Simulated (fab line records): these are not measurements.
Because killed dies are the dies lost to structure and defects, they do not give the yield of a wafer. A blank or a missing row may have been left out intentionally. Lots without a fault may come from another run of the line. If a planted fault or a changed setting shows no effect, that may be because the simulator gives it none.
fab line records || flow nandHarc
record {"lots": 7, "wafers": 21, "lastDay": 33}
route steps=1302 shown P_ZERO_WELL@29 END@1302
lots untouched by any fault: they come from a run of this same line in which no faults occurred
startH: the number of hours between the record's first day and the start of the first shown wafer of the lot || waitH: hours elapsed since this lot's preceding step || " the same as in the row above || L1.1+2: a single row standing in for several wafers || - no value present, or no start provided || * or withheld: withheld || < > ~ a bound
route shown NAME@n: NAME is a module with steps in the file, n the number in the route of the first one || usual: the fault-free wafers' mean and standard deviation || same: alike in all rows || chamber/n: place in a boat || sites: the reading at each site || _std_site: their standard deviation || _edge_site: mean of outer sites minus mean of inner sites || radiusMm: how far each site lies from the wafer's centre || mask NAME#n: copy n || behind: the tool/chamber that last shaped the wafer || hold: why the lot went on hold/how many hours it stayed there/how the hold came to an end || device: names the non-switching transistor (n, p or np) || end of line: the route-end tests of the same wafers || for a step that has no rows: nothing shown but its recipe || killed: at the first sort, the dies lost to defects and structure; wafer yield is something else || map: a wafer's dies, marking killed ones x, the rest . and places with no die _
set.NAME: the setting the step ran with; set.NAME@STEP: the setting that earlier step ran with || model.NAME: the simulator's own value behind a step, which no gauge read
certain route steps with their lots: each step a table, each wafer a row
services: the hour from which a tool's chamber was out of use, counted from the record's first day as startH (under 0 if before that day), plus the number of hours and why
## steps
# step NHARC_P_ZERO_WELL_CD_MEAS_24
# recipe {"targetCdNm": 720, "landingEnergyEv": 500}
# usual {"cdNm": "720.0/1.3"}
# same {"landingEnergyEv": 500}
{"lot.wafer": "L779.1", "tool": "cdSem-01", "chamber": 0, "startH": 22.56, "waitH": "-", "cdNm": 718.5}
{"lot.wafer": "L779.4", "tool": "cdSem-01", "chamber": 0, "startH": 22.56, "waitH": "-", "cdNm": 718.9}
{"lot.wafer": "L779.5", "tool": "cdSem-01", "chamber": 0, "startH": 22.56, "waitH": "-", "cdNm": 719.9}
{"lot.wafer": "L783.1", "tool": "cdSem-01", "chamber": 0, "startH": 62.57, "waitH": "-", "cdNm": 721.4}
{"lot.wafer": "L783.3", "tool": "cdSem-01", "chamber": 0, "startH": 62.57, "waitH": "-", "cdNm": 719.5}
{"lot.wafer": "L783.4", "tool": "cdSem-01", "chamber": 0, "startH": 62.57, "waitH": "-", "cdNm": 720.6}
{"lot.wafer": "L790.1", "tool": "cdSem-01", "chamber": 0, "startH": 136.58, "waitH": "-", "cdNm": 719.8}
{"lot.wafer": "L790.3", "tool": "cdSem-01", "chamber": 0, "startH": 136.58, "waitH": "-", "cdNm": 719.1}
{"lot.wafer": "L790.4", "tool": "cdSem-01", "chamber": 0, "startH": 136.58, "waitH": "-", "cdNm": 719.7}
{"lot.wafer": "L791.1", "tool": "cdSem-02", "chamber": 0, "startH": 142.64, "waitH": "-", "cdNm": 718.9}
{"lot.wafer": "L791.3", "tool": "cdSem-02", "chamber": 0, "startH": 142.64, "waitH": "-", "cdNm": 718.6}
{"lot.wafer": "L791.4", "tool": "cdSem-02", "chamber": 0, "startH": 142.64, "waitH": "-", "cdNm": 719.9}
{"lot.wafer": "L792.1", "tool": "cdSem-01", "chamber": 0, "startH": 152.59, "waitH": "-", "cdNm": 721.1}
{"lot.wafer": "L792.3", "tool": "cdSem-01", "chamber": 0, "startH": 152.59, "waitH": "-", "cdNm": 718.6}
{"lot.wafer": "L792.4", "tool": "cdSem-01", "chamber": 0, "startH": 152.59, "waitH": "-", "cdNm": 718.7}
{"lot.wafer": "L799.3", "tool": "cdSem-01", "chamber": 0, "startH": 222.47, "waitH": "-", "cdNm": 720.3}
{"lot.wafer": "L799.4", "tool": "cdSem-01", "chamber": 0, "startH": 222.47, "waitH": "-", "cdNm": 719.6}
{"lot.wafer": "L799.5", "tool": "cdSem-01", "chamber": 0, "startH": 222.47, "waitH": "-", "cdNm": 720.5}
{"lot.wafer": "L800.1", "tool": "cdSem-02", "chamber": 0, "startH": 232.45, "waitH": "-", "cdNm": 718.9}
{"lot.wafer": "L800.3", "tool": "cdSem-02", "chamber": 0, "startH": 232.45, "waitH": "-", "cdNm": 719.4}
{"lot.wafer": "L800.6", "tool": "cdSem-02", "chamber": 0, "startH": 232.45, "waitH": "-", "cdNm": 718.4}
# step NHARC_P_ZERO_WELL_HARDBAKE_25
# recipe {"tempC": 125, "timeS": 80}
# step NHARC_P_ZERO_WELL_DESCUM_26
# recipe {"timeS": 3, "o2FlowSccm": 200, "arFlowSccm": 0, "biasPowerW": 0, "chemistry": "O2"}
# usual {"drypumpMotorCurrentA": "5.7/0.35", "oesProductAu": "0.998/0.0079", "rfVppV": "57.8/0.93", "showerheadPlenumPTorr": "1.91/0.1", "throttleValvePct": "11.311/0.0089"}
{"lot.wafer": "L779.1", "tool": "rieDiel-12", "chamber": 0, "startH": 22.73, "waitH": "-", "drypumpMotorCurrentA": 5.6, "oesProductAu": 0.990, "rfHoursCounterH": 29, "rfVppV": 57.9, "showerheadPlenumPTorr": 1.87, "throttleValvePct": 11.308}
{"lot.wafer": "L779.4", "tool": "rieDiel-12", "chamber": 1, "startH": 22.73, "waitH": "-", "drypumpMotorCurrentA": 5.7, "oesProductAu": 1.001, "rfHoursCounterH": 31, "rfVppV": 57.5, "showerheadPlenumPTorr": 1.77, "throttleValvePct": 11.294}
{"lot.wafer": "L779.5", "tool": "rieDiel-12", "chamber": 0, "startH": 22.73, "waitH": "-", "drypumpMotorCurrentA": 5.6, "oesProductAu": 1.004, "rfHoursCounterH": "-", "rfVppV": 58.2, "showerheadPlenumPTorr": 1.87, "throttleValvePct": 11.308}
{"lot.wafer": "L783.1", "tool": "rieDiel-01", "chamber": 1, "startH": 62.73, "waitH": "-", "drypumpMotorCurrentA": 5.4, "oesProductAu": 0.989, "rfHoursCounterH": 8, "rfVppV": 57.1, "showerheadPlenumPTorr": 1.77, "throttleValvePct": 11.301}
{"lot.wafer": "L783.3", "tool": "rieDiel-01", "chamber": 2, "startH": 62.73, "waitH": "-", "drypumpMotorCurrentA": 6.0, "oesProductAu": 0.999, "rfHoursCounterH": 8, "rfVppV": 58.8, "showerheadPlenumPTorr": 1.98, "throttleValvePct": 11.315}
{"lot.wafer": "L783.4", "tool": "rieDiel-01", "chamber": 2, "startH": 62.73, "waitH": "-", "drypumpMotorCurrentA": 6.1, "oesProductAu": 1.000, "rfHoursCounterH": "-", "rfVppV": 58.7, "showerheadPlenumPTorr": 1.98, "throttleValvePct": 11.307}
{"lot.wafer": "L790.3", "tool": "rieDiel-01", "chamber": 2, "startH": 136.81, "waitH": "-", "drypumpMotorCurrentA": 6.1, "oesProductAu": 0.998, "rfHoursCounterH": 40, "rfVppV": 58.6, "showerheadPlenumPTorr": 1.97, "throttleValvePct": 11.304}
{"lot.wafer": "L790.4", "tool": "rieDiel-01", "chamber": 3, "startH": 136.81, "waitH": "-", "drypumpMotorCurrentA": 5.8, "oesProductAu": 1.000, "rfHoursCounterH": 18, "rfVppV": 57.2, "showerheadPlenumPTorr": 1.85, "throttleValvePct": 11.331}
{"lot.wafer": "L790.1", "tool": "rieDiel-01", "chamber": 0, "startH": 136.81, "waitH": "-", "drypumpMotorCurrentA": 5.6, "oesProductAu": 0.986, "rfHoursCounterH": 36, "rfVppV": 58.1, "showerheadPlenumPTorr": 1.89, "throttleValvePct": 11.306}
{"lot.wafer": "L791.1", "tool": "rieDiel-12", "chamber": 1, "startH": 142.80, "waitH": "-", "drypumpMotorCurrentA": 5.7, "oesProductAu": 0.992, "rfHoursCounterH": 13, "rfVppV": 58.0, "showerheadPlenumPTorr": 2.07, "throttleValvePct": 11.314}
{"lot.wafer": "L791.3", "tool": "rieDiel-12", "chamber": 2, "startH": 142.80, "waitH": "-", "drypumpMotorCurrentA": 5.8, "oesProductAu": 0.990, "rfHoursCounterH": 15, "rfVppV": 57.2, "showerheadPlenumPTorr": 1.85, "throttleValvePct": 11.319}
{"lot.wafer": "L791.4", "tool": "rieDiel-12", "chamber": 0, "startH": 142.80, "waitH": "-", "drypumpMotorCurrentA": 5.6, "oesProductAu": 0.984, "rfHoursCounterH": 16, "rfVppV": 56.2, "showerheadPlenumPTorr": 1.85, "throttleValvePct": 11.300}
{"lot.wafer": "L792.4", "tool": "rieDiel-13", "chamber": 2, "startH": 152.75, "waitH": "-", "drypumpMotorCurrentA": 6.0, "oesProductAu": 1.001, "rfHoursCounterH": 51, "rfVppV": 58.0, "showerheadPlenumPTorr": 2.06, "throttleValvePct": 11.319}
{"lot.wafer": "L792.1", "tool": "rieDiel-13", "chamber": 3, "startH": 152.75, "waitH": "-", "drypumpMotorCurrentA": 5.8, "oesProductAu": 0.997, "rfHoursCounterH": 49, "rfVppV": 57.8, "showerheadPlenumPTorr": 1.85, "throttleValvePct": 11.307}
{"lot.wafer": "L792.3", "tool": "rieDiel-13", "chamber": 1, "startH": 152.75, "waitH": "-", "drypumpMotorCurrentA": 5.3, "oesProductAu": 1.009, "rfHoursCounterH": 50, "rfVppV": 59.8, "showerheadPlenumPTorr": 1.99, "throttleValvePct": 11.327}
{"lot.wafer": "L799.4", "tool": "rieDiel-12", "chamber": 1, "startH": 222.66, "waitH": "-", "drypumpMotorCurrentA": 5.7, "oesProductAu": 0.998, "rfHoursCounterH": 36, "rfVppV": 59.3, "showerheadPlenumPTorr": 2.06, "throttleValvePct": 11.308}
{"lot.wafer": "L799.3", "tool": "rieDiel-12", "chamber": 3, "startH": 222.66, "waitH": "-", "drypumpMotorCurrentA": 5.0, "oesProductAu": 1.012, "rfHoursCounterH": 40, "rfVppV": 57.3, "showerheadPlenumPTorr": 2.06, "throttleValvePct": 11.304}
{"lot.wafer": "L799.5", "tool": "rieDiel-12", "chamber": 1, "startH": 222.66, "waitH": "-", "drypumpMotorCurrentA": 5.7, "oesProductAu": 1.005, "rfHoursCounterH": "-", "rfVppV": 58.5, "showerheadPlenumPTorr": 2.06, "throttleValvePct": 11.316}
{"lot.wafer": "L800.1", "tool": "rieDiel-13", "chamber": 2, "startH": 232.61, "waitH": "-", "drypumpMotorCurrentA": 6.0, "oesProductAu": 1.008, "rfHoursCounterH": 21, "rfVppV": 59.0, "showerheadPlenumPTorr": 2.05, "throttleValvePct": 11.299}
{"lot.wafer": "L800.3", "tool": "rieDiel-13", "chamber": 0, "startH": 232.61, "waitH": "-", "drypumpMotorCurrentA": 6.4, "oesProductAu": 1.000, "rfHoursCounterH": 21, "rfVppV": 57.7, "showerheadPlenumPTorr": 1.92, "throttleValvePct": 11.335}
{"lot.wafer": "L800.6", "tool": "rieDiel-13", "chamber": 2, "startH": 232.61, "waitH": "-", "drypumpMotorCurrentA": 6.1, "oesProductAu": 1.008, "rfHoursCounterH": "-", "rfVppV": 59.9, "showerheadPlenumPTorr": 2.05, "throttleValvePct": 11.319}
# step NHARC_P_ZERO_WELL_IMPLANT_27
# recipe {"energyKev": 600, "doseCm2": 1e+13, "tiltDeg": 7}
# step NHARC_P_ZERO_WELL_IMPLANT_57
# recipe {"energyKev": 250, "doseCm2": 4e+12, "tiltDeg": 7}
# step NHARC_P_ZERO_WELL_IMPLANT_58
# recipe {"energyKev": 100, "doseCm2": 2e+12, "tiltDeg": 7}
# step NHARC_P_ZERO_WELL_STRIP_28
# recipe {"timeS": 840, "tempC": 130, "chemistry": "SPM"}
# step NHARC_P_ZERO_WELL_DEHYDRATE_29
# recipe {"tempC": 150, "timeS": 120}
# step NHARC_P_ZERO_WELL_HMDS_30
# recipe {"timeS": 30}
# step NHARC_P_ZERO_WELL_COAT_31
# recipe {"spinRpm": "withheld"}
# step NHARC_P_ZERO_WELL_SOFTBAKE_32
# recipe {"tempC": 122, "timeS": 95}
# step NHARC_P_ZERO_WELL_EBR_33
# step NHARC_P_ZERO_WELL_EXPOSE_34
# recipe {"na": 0.6, "targetCdNm": 720, "doseMj": 22.31, "maskId": "P_PWELL"}
# usual {"exposureDoseMJCm2": "22.308/0.02"}
{"lot.wafer": "L779.1", "tool": "krfScanner-02", "chamber": 0, "startH": 23.92, "waitH": "-", "mask": "P_PWELL#0", "exposureDoseMJCm2": 22.321}
{"lot.wafer": "L779.4", "tool": "krfScanner-02", "chamber": 0, "startH": 23.92, "waitH": "-", "mask": "P_PWELL#0", "exposureDoseMJCm2": 22.287}
{"lot.wafer": "L779.5", "tool": "krfScanner-02", "chamber": 0, "startH": 23.92, "waitH": "-", "mask": "P_PWELL#0", "exposureDoseMJCm2": 22.310}
{"lot.wafer": "L783.1", "tool": "krfScanner-02", "chamber": 0, "startH": 64.10, "waitH": "-", "mask": "P_PWELL#0", "exposureDoseMJCm2": 22.301}
{"lot.wafer": "L783.3", "tool": "krfScanner-02", "chamber": 0, "startH": 64.10, "waitH": "-", "mask": "P_PWELL#0", "exposureDoseMJCm2": 22.307}
{"lot.wafer": "L783.4", "tool": "krfScanner-02", "chamber": 0, "startH": 64.10, "waitH": "-", "mask": "P_PWELL#0", "exposureDoseMJCm2": 22.309}
{"lot.wafer": "L790.1", "tool": "krfScanner-02", "chamber": 0, "startH": 138.12, "waitH": "-", "mask": "P_PWELL#0", "exposureDoseMJCm2": 21.509}
{"lot.wafer": "L790.3", "tool": "krfScanner-02", "chamber": 0, "startH": 138.12, "waitH": "-", "mask": "P_PWELL#0", "exposureDoseMJCm2": 21.542}
{"lot.wafer": "L790.4", "tool": "krfScanner-02", "chamber": 0, "startH": 138.12, "waitH": "-", "mask": "P_PWELL#0", "exposureDoseMJCm2": 21.498}
{"lot.wafer": "L791.1", "tool": "krfScanner-02", "chamber": 0, "startH": 144.01, "waitH": "-", "mask": "P_PWELL#0", "exposureDoseMJCm2": 21.512}
{"lot.wafer": "L791.3", "tool": "krfScanner-02", "chamber": 0, "startH": 144.01, "waitH": "-", "mask": "P_PWELL#0", "exposureDoseMJCm2": 21.495}
{"lot.wafer": "L791.4", "tool": "krfScanner-02", "chamber": 0, "startH": 144.01, "waitH": "-", "mask": "P_PWELL#0", "exposureDoseMJCm2": 21.481}
{"lot.wafer": "L792.1", "tool": "krfScanner-02", "chamber": 0, "startH": 153.95, "waitH": "-", "mask": "P_PWELL#0", "exposureDoseMJCm2": 21.480}
{"lot.wafer": "L792.3", "tool": "krfScanner-02", "chamber": 0, "startH": 153.95, "waitH": "-", "mask": "P_PWELL#0", "exposureDoseMJCm2": 21.483}
{"lot.wafer": "L792.4", "tool": "krfScanner-02", "chamber": 0, "startH": 153.95, "waitH": "-", "mask": "P_PWELL#0", "exposureDoseMJCm2": 21.482}
{"lot.wafer": "L799.3", "tool": "krfScanner-01", "chamber": 0, "startH": 224.00, "waitH": "-", "mask": "P_PWELL#0", "exposureDoseMJCm2": 22.323}
{"lot.wafer": "L799.4", "tool": "krfScanner-01", "chamber": 0, "startH": 224.00, "waitH": "-", "mask": "P_PWELL#0", "exposureDoseMJCm2": 22.297}
{"lot.wafer": "L799.5", "tool": "krfScanner-01", "chamber": 0, "startH": 224.00, "waitH": "-", "mask": "P_PWELL#0", "exposureDoseMJCm2": 22.332}
{"lot.wafer": "L800.1", "tool": "krfScanner-01", "chamber": 0, "startH": 233.80, "waitH": "-", "mask": "P_PWELL#0", "exposureDoseMJCm2": 22.284}
{"lot.wafer": "L800.3", "tool": "krfScanner-01", "chamber": 0, "startH": 233.80, "waitH": "-", "mask": "P_PWELL#0", "exposureDoseMJCm2": 22.291}
{"lot.wafer": "L800.6", "tool": "krfScanner-01", "chamber": 0, "startH": 233.80, "waitH": "-", "mask": "P_PWELL#0", "exposureDoseMJCm2": 22.275}
# step NHARC_P_ZERO_WELL_PEB_35
# recipe {"pebTempC": 118, "pebTimeS": 85}
# step NHARC_P_ZERO_WELL_DEVELOP_36
# recipe {"timeS": 70}
# step NHARC_P_ZERO_WELL_CD_MEAS_37
# recipe {"targetCdNm": 720, "landingEnergyEv": 500}
# usual {"cdNm": "720.6/1.3"}
# same {"landingEnergyEv": 500}
{"lot.wafer": "L779.1", "tool": "cdSem-02", "chamber": 0, "startH": 24.07, "waitH": "-", "hold": "-", "cdNm": 720.4}
{"lot.wafer": "L779.4", "tool": "cdSem-02", "chamber": 0, "startH": 24.07, "waitH": "-", "hold": "-", "cdNm": 721.0}
{"lot.wafer": "L779.5", "tool": "cdSem-02", "chamber": 0, "startH": 24.07, "waitH": "-", "hold": "-", "cdNm": 719.6}
{"lot.wafer": "L783.1", "tool": "cdSem-02", "chamber": 0, "startH": 64.26, "waitH": "-", "hold": "-", "cdNm": 720.0}
{"lot.wafer": "L783.3", "tool": "cdSem-02", "chamber": 0, "startH": 64.26, "waitH": "-", "hold": "-", "cdNm": 718.6}
{"lot.wafer": "L783.4", "tool": "cdSem-02", "chamber": 0, "startH": 64.26, "waitH": "-", "hold": "-", "cdNm": 717.7}
{"lot.wafer": "L790.1", "tool": "cdSem-01", "chamber": 0, "startH": 138.27, "waitH": "-", "hold": "awaitDispo/0.2h/release", "cdNm": 713.7}
{"lot.wafer": "L790.3", "tool": "cdSem-01", "chamber": 0, "startH": 138.27, "waitH": "-", "hold": "awaitDispo/0.2h/release", "cdNm": 715.4}
{"lot.wafer": "L790.4", "tool": "cdSem-01", "chamber": 0, "startH": 138.27, "waitH": "-", "hold": "awaitDispo/0.2h/release", "cdNm": 715.2}
{"lot.wafer": "L790.1", "tool": "cdSem-01", "chamber": 0, "startH": "-", "waitH": "-", "hold": "-", "cdNm": 713.8}
{"lot.wafer": "L790.3", "tool": "cdSem-01", "chamber": 0, "startH": "-", "waitH": "-", "hold": "-", "cdNm": 715.3}
{"lot.wafer": "L790.4", "tool": "cdSem-01", "chamber": 0, "startH": "-", "waitH": "-", "hold": "-", "cdNm": 715.2}
{"lot.wafer": "L791.1", "tool": "cdSem-02", "chamber": 0, "startH": 144.16, "waitH": "-", "hold": "awaitDispo/0.2h/release", "cdNm": 712.5}
{"lot.wafer": "L791.3", "tool": "cdSem-02", "chamber": 0, "startH": 144.16, "waitH": "-", "hold": "awaitDispo/0.2h/release", "cdNm": 712.7}
{"lot.wafer": "L791.4", "tool": "cdSem-02", "chamber": 0, "startH": 144.16, "waitH": "-", "hold": "awaitDispo/0.2h/release", "cdNm": 713.1}
{"lot.wafer": "L791.1", "tool": "cdSem-02", "chamber": 0, "startH": "-", "waitH": "-", "hold": "-", "cdNm": 712.6}
{"lot.wafer": "L791.3", "tool": "cdSem-02", "chamber": 0, "startH": "-", "waitH": "-", "hold": "-", "cdNm": 712.4}
{"lot.wafer": "L791.4", "tool": "cdSem-02", "chamber": 0, "startH": "-", "waitH": "-", "hold": "-", "cdNm": 713.1}
{"lot.wafer": "L792.1", "tool": "cdSem-01", "chamber": 0, "startH": 154.10, "waitH": "-", "hold": "awaitDispo/0.2h/release", "cdNm": 714.2}
{"lot.wafer": "L792.3", "tool": "cdSem-01", "chamber": 0, "startH": 154.10, "waitH": "-", "hold": "awaitDispo/0.2h/release", "cdNm": 714.5}
{"lot.wafer": "L792.4", "tool": "cdSem-01", "chamber": 0, "startH": 154.10, "waitH": "-", "hold": "awaitDispo/0.2h/release", "cdNm": 714.7}
{"lot.wafer": "L792.1", "tool": "cdSem-01", "chamber": 0, "startH": "-", "waitH": "-", "hold": "-", "cdNm": 714.3}
{"lot.wafer": "L792.3", "tool": "cdSem-01", "chamber": 0, "startH": "-", "waitH": "-", "hold": "-", "cdNm": 714.1}
{"lot.wafer": "L792.4", "tool": "cdSem-01", "chamber": 0, "startH": "-", "waitH": "-", "hold": "-", "cdNm": 714.3}
{"lot.wafer": "L799.3", "tool": "cdSem-02", "chamber": 0, "startH": 224.15, "waitH": "-", "hold": "-", "cdNm": 721.8}
{"lot.wafer": "L799.4", "tool": "cdSem-02", "chamber": 0, "startH": 224.15, "waitH": "-", "hold": "-", "cdNm": 722.4}
{"lot.wafer": "L799.5", "tool": "cdSem-02", "chamber": 0, "startH": 224.15, "waitH": "-", "hold": "-", "cdNm": 721.0}
{"lot.wafer": "L800.1", "tool": "cdSem-02", "chamber": 0, "startH": 233.96, "waitH": "-", "hold": "-", "cdNm": 721.8}
{"lot.wafer": "L800.3", "tool": "cdSem-02", "chamber": 0, "startH": 233.96, "waitH": "-", "hold": "-", "cdNm": 720.5}
{"lot.wafer": "L800.6", "tool": "cdSem-02", "chamber": 0, "startH": 233.96, "waitH": "-", "hold": "-", "cdNm": 722.5}
# step NHARC_END_SORT_01
# recipe {"tempC": 25}
# usual {"killedAtArray": "61/22", "killedAtOther": "0.8/1", "killedAtPeriphery": "3.8/2.3", "killedDies": "66/22", "killedOpen": "3.2/1.9", "killedShort": "2.8/1.8"}
# same {"grossDies": 677}
{"lot.wafer": "L783.1", "tool": "prober-02", "chamber": 0, "startH": 608.48, "waitH": 2.5, "killedAtArray": 76, "killedAtOther": 0, "killedAtPeriphery": 10, "killedDies": 86, "killedOpen": 2, "killedShort": 5}
{"lot.wafer": "L783.3", "tool": "prober-02", "chamber": 0, "startH": 610.08, "waitH": 3.1, "killedAtArray": 80, "killedAtOther": 2, "killedAtPeriphery": 8, "killedDies": 90, "killedOpen": 3, "killedShort": 4}
{"lot.wafer": "L783.4", "tool": "prober-02", "chamber": 0, "startH": 610.88, "waitH": 3.4, "killedAtArray": 82, "killedAtOther": 0, "killedAtPeriphery": 3, "killedDies": 85, "killedOpen": 3, "killedShort": 1}
{"lot.wafer": "L791.1", "tool": "prober-02", "chamber": 0, "startH": 658.06, "waitH": 2.5, "killedAtArray": 55, "killedAtOther": 1, "killedAtPeriphery": 3, "killedDies": 59, "killedOpen": 4, "killedShort": 4}
{"lot.wafer": "L791.3", "tool": "prober-02", "chamber": 0, "startH": 659.67, "waitH": 3.1, "killedAtArray": 62, "killedAtOther": 0, "killedAtPeriphery": 1, "killedDies": 63, "killedOpen": 7, "killedShort": 6}
{"lot.wafer": "L791.4", "tool": "prober-02", "chamber": 0, "startH": 660.47, "waitH": 3.4, "killedAtArray": 54, "killedAtOther": 0, "killedAtPeriphery": 5, "killedDies": 59, "killedOpen": 4, "killedShort": 2}
{"lot.wafer": "L800.1", "tool": "prober-02", "chamber": 0, "startH": 776.30, "waitH": 2.5, "killedAtArray": 57, "killedAtOther": 0, "killedAtPeriphery": 6, "killedDies": 63, "killedOpen": 4, "killedShort": 3}
{"lot.wafer": "L800.3", "tool": "prober-02", "chamber": 0, "startH": 777.91, "waitH": 3.1, "killedAtArray": 55, "killedAtOther": 0, "killedAtPeriphery": 5, "killedDies": 60, "killedOpen": 2, "killedShort": 1}
{"lot.wafer": "L800.6", "tool": "prober-02", "chamber": 0, "startH": 780.33, "waitH": 4.0, "killedAtArray": 68, "killedAtOther": 1, "killedAtPeriphery": 1, "killedDies": 70, "killedOpen": 2, "killedShort": 2}
# killed by level:class
L783.1 A_CHANNEL_HOLE_D1:chamberFilmFlake=29 A_SLIT:chamberFilmFlake=27 A_CHANNEL_HOLE_D2:chamberFilmFlake=7 P_GATE:chamberFilmFlake=3 A_SGD_CUT:chamberFilmFlake=3 P_ZERO_WELL:chamberFilmFlake=2 P_STI:chamberFilmFlake=2 P_M1:chamberFilmFlake=2
L783.3 A_SLIT:chamberFilmFlake=30 A_CHANNEL_HOLE_D1:chamberFilmFlake=28 A_CHANNEL_HOLE_D2:chamberFilmFlake=9 P_M1:chamberFilmFlake=5 A_SGD_CUT:chamberFilmFlake=4 A_CONTACT:chamberFilmFlake=3 A_SGD_CUT:geometricParticle:short=2 P_ZERO_WELL:chamberFilmFlake=2
L783.4 A_CHANNEL_HOLE_D1:chamberFilmFlake=37 A_SLIT:chamberFilmFlake=20 A_CHANNEL_HOLE_D2:chamberFilmFlake=12 A_STAIRCASE:chamberFilmFlake=3 A_SGD_CUT:chamberFilmFlake=3 P_M2:chamberFilmFlake=2 A_ONON_D1:geometricParticle:open=1 A_ONON_D2:geometricParticle:open=1
L791.1 A_SLIT:chamberFilmFlake=25 A_CHANNEL_HOLE_D1:chamberFilmFlake=8 A_CONTACT:chamberFilmFlake=5 A_CONTACT:geometricParticle:open=2 P_ZERO_WELL:chamberFilmFlake=2 A_ZERO_WELL:chamberFilmFlake=2 A_CHANNEL_HOLE_D2:chamberFilmFlake=2 A_M1:chamberFilmFlake=2
L791.3 A_SLIT:chamberFilmFlake=24 A_CHANNEL_HOLE_D1:chamberFilmFlake=7 A_ZERO_WELL:chamberFilmFlake=5 A_CONTACT:chamberFilmFlake=4 A_CHANNEL_FILL_D2:geometricParticle:open=3 A_STAIRCASE:chamberFilmFlake=3 A_CHANNEL_FILL_D1:geometricParticle:short=2 A_ONON_D2:geometricParticle:short=2
L791.4 A_SLIT:chamberFilmFlake=31 A_CHANNEL_HOLE_D1:chamberFilmFlake=4 A_ZERO_WELL:chamberFilmFlake=3 A_CONTACT:chamberFilmFlake=3 A_M1:chamberFilmFlake=3 A_M0:geometricParticle:open=2 P_ZERO_WELL:chamberFilmFlake=2 A_STAIRCASE:chamberFilmFlake=2
L800.1 A_SLIT:chamberFilmFlake=19 A_CHANNEL_HOLE_D1:chamberFilmFlake=15 A_CONTACT:chamberFilmFlake=9 A_CHANNEL_HOLE_D2:chamberFilmFlake=3 A_CHANNEL_FILL_D2:chamberFilmFlake=3 P_GATE:chamberFilmFlake=2 P_M1:chamberFilmFlake=2 A_DECK1_JOINT:chamberFilmFlake=2
L800.3 A_SLIT:chamberFilmFlake=22 A_CHANNEL_HOLE_D1:chamberFilmFlake=16 A_CONTACT:chamberFilmFlake=13 P_GATE:chamberFilmFlake=2 P_STI:geometricParticle:short=1 P_GATE:geometricParticle:open=1 A_SOURCE_PLATE:geometricParticle:open=1 P_STI:chamberFilmFlake=1
L800.6 A_SLIT:chamberFilmFlake=31 A_CHANNEL_HOLE_D1:chamberFilmFlake=16 A_CONTACT:chamberFilmFlake=8 A_STAIRCASE:chamberFilmFlake=3 A_CHANNEL_FILL_D1:chamberFilmFlake=2 A_DECK1_JOINT:chamberFilmFlake=2 A_CHANNEL_FILL_D2:chamberFilmFlake=2 P_GATE:geometricParticle:open=1
## services
{"tool": "rieDiel-12", "chamber": 0, "startH": 21.58, "hours": "-", "kind": "clean"}
{"tool": "rieDiel-12", "chamber": 1, "startH": 21.58, "hours": "-", "kind": "clean"}
{"tool": "rieDiel-12", "chamber": 2, "startH": 21.58, "hours": "-", "kind": "clean"}
{"tool": "rieDiel-01", "chamber": "-", "startH": 26.96, "hours": 9.0, "kind": "pm"}
{"tool": "rieDiel-01", "chamber": 3, "startH": 45.78, "hours": 51.2, "kind": "repair"}
{"tool": "rieDiel-01", "chamber": 1, "startH": 49.83, "hours": 2.9, "kind": "repair"}
{"tool": "krfScanner-02", "chamber": "-", "startH": 58.85, "hours": 3.6, "kind": "repair"}
{"tool": "krfScanner-02", "chamber": 0, "startH": 63.60, "hours": "-", "kind": "calibration"}
{"tool": "rieDiel-01", "chamber": "-", "startH": 64.87, "hours": 0.3, "kind": "repair"}
{"tool": "rieDiel-12", "chamber": 3, "startH": 68.04, "hours": 2.7, "kind": "repair"}
{"tool": "rieDiel-13", "chamber": 1, "startH": 83.49, "hours": 4.0, "kind": "repair"}
{"tool": "krfScanner-02", "chamber": "-", "startH": 86.66, "hours": 0.5, "kind": "repair"}
{"tool": "rieDiel-12", "chamber": "-", "startH": 91.40, "hours": 9.0, "kind": "pm"}
{"tool": "krfScanner-02", "chamber": "-", "startH": 94.00, "hours": 4.0, "kind": "pm"}
{"tool": "rieDiel-13", "chamber": "-", "startH": 114.32, "hours": 0.3, "kind": "repair"}
{"tool": "rieDiel-12", "chamber": 1, "startH": 129.18, "hours": 6.3, "kind": "repair"}
{"tool": "rieDiel-01", "chamber": 1, "startH": 138.30, "hours": 14.6, "kind": "repair"}
{"tool": "krfScanner-01", "chamber": "-", "startH": 140.00, "hours": 4.0, "kind": "pm"}
{"tool": "krfScanner-02", "chamber": "-", "startH": 161.06, "hours": 0.4, "kind": "repair"}
{"tool": "rieDiel-13", "chamber": "-", "startH": 165.22, "hours": 9.0, "kind": "pm"}
{"tool": "krfScanner-02", "chamber": "-", "startH": 174.97, "hours": 2.3, "kind": "repair"}
{"tool": "rieDiel-12", "chamber": 1, "startH": 193.13, "hours": 4.0, "kind": "repair"}
{"tool": "rieDiel-01", "chamber": "-", "startH": 206.51, "hours": 9.0, "kind": "pm"}
{"tool": "krfScanner-02", "chamber": 0, "startH": 220.09, "hours": "-", "kind": "calibration"}
## key
firstSign {"step": "NHARC_P_ZERO_WELL_EXPOSE_34", "reading": "exposureDoseMJCm2", "direction": "down", "sigmas": 40, "usual": 22.308, "struck": 21.498}
effect {"step": "NHARC_P_ZERO_WELL_CD_MEAS_37", "reading": "visit", "direction": "added"}
effect {"step": "NHARC_P_ZERO_WELL_CD_MEAS_37", "reading": "cdNm", "direction": "down", "sigmas": 5.1, "usual": 720.6, "struck": 714.0}
metAt NHARC_P_ZERO_WELL_EXPOSE_34
struckWafers L790.1,L790.3,L790.4,L791.1,L791.3,L791.4,L792.1,L792.3,L792.4
testerLeftOut L790,L791,L792
onsetBetween 64.10 138.12
fault {"kind": "processParameterDrift", "tool": "krfScanner-02", "chamber": "-", "onsetH": 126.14, "steps": "NHARC_P_ZERO_WELL_EXPOSE_34", "channel": "doseMj", "offset": -0.80841, "shape": "step", "actsIn": "theseRecipesOnly", "stated": 22.31}
# testerLeftOut: of these lots the tester's yield and bins aren't shown, on N5 and GAA mostly nor the transistor test; their killed dies are dies lost to structure and defects alone, not to doping, threshold or leakage, so they don't give the yield
